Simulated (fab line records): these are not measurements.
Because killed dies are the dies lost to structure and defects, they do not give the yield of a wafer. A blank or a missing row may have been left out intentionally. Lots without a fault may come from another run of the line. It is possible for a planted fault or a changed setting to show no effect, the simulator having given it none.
Problem report in the 8D (eight disciplines) form, filled by code	flow nand-harc	the parts of the form that need people (team, actions taken, sign-off) are left out

## 1. WHAT IS WRONG
killed-at-periphery at NHARC_END_SORT_01 reads a mean of 612.0 on 5 wafers of 2 lots; wafers without a fault read 3.2 with a standard deviation of 2.7. That is +99 or more standard deviations from the usual mean.
Seen first at day 29 03:43 on prober-01, wafer L401.4. At this step, 24 wafers from 8 lots have a number in the record. Rule for "out" (also "out of limits"): further than 4 standard deviations from the usual mean. All remaining wafers that have a number are taken as sound.

## 2. WHAT THIS IS AND IS NOT
question	is	is not
which readings at this step	killed-at-periphery, killed-dies	killed-at-array, killed-at-other, killed-open, killed-short
which lots	L401, L403	L395, L397, L398, L399, L411, L412
which wafers of those lots	L401.4, L401.5, L401.6, L403.4, L403.5	L403.2
read on which gauges	prober-01, prober-02	-
when	from day 29 03:43	up to then (12 sound wafers); but 7 sound wafers of L403, L411, L412 came after

## 3. SUSPECTS, AND WHAT RULES EACH OUT
Counting: any tool at a process step up to the reading remains a suspect provided it ran every lot that is out. Sound lots after the first of them don't rule it out here, since some wafers of a struck lot are sound.
- the gauge at NHARC_END_SORT_01: ruled out. Those wafers that are out were read across 2 gauges (prober-01, prober-02).
- ald-metal-01 at NHARC_P_CONTACT_ALD_22 (deposits TiN, target thk 3 nm, pulse time 1 s, ald cycles 150): kept. It ran every lot that is out, first L401 (day 10 23:58); its last sound lot up to then is L399 (day 10 00:46).
- Within ald-metal-01 at NHARC_P_CONTACT_ALD_22: the wafers that are out ran in chambers 1, 2; their sound lot-mates ran in chamber 3.
Left after counting: ald-metal-01 at NHARC_P_CONTACT_ALD_22.

## 4. THE CAUSE (what the simulator had put in)
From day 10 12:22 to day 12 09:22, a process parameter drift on ald-metal-01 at NHARC_P_CONTACT_ALD_22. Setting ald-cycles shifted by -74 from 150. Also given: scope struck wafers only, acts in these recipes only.
The count eliminated every tool but this one.

## 5. SEQUENCE OF EFFECTS, ordered by route
Each row: a reading whose mean over the struck wafers that have a number lies more than 3 standard deviations from the usual. Readings are gone through only where the record gives a usual standard deviation; hours: the median, over the lots, of the time from a lot's start at the first step in this table giving one to that lot's start at this step; sigmas: the change measured in usual standard deviations.
hours	step	reading	usual	on struck wafers	change	sigmas
0	NHARC_END_SORT_01	killed-at-periphery	3.2	612.0	+608.8	+99 or more
0	NHARC_END_SORT_01	killed-dies	59	677	+618	+27

## 6. WHAT WOULD HAVE CAUGHT IT SOONER
In this record the first reading out of limits at a measuring or inspecting step was taken at day 29 03:43, 447 hours after the fault began at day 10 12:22.
Tool readings at NHARC_P_CONTACT_ALD_22 with a usual standard deviation given in the record: none out on any struck wafer, hence no alarm at a limit of 4 standard deviations on them.
All the lots that are out (2) had begun NHARC_P_CONTACT_ALD_22 on ald-metal-01 by day 29 03:43. A hold on the tool at that time would have spared none of them.
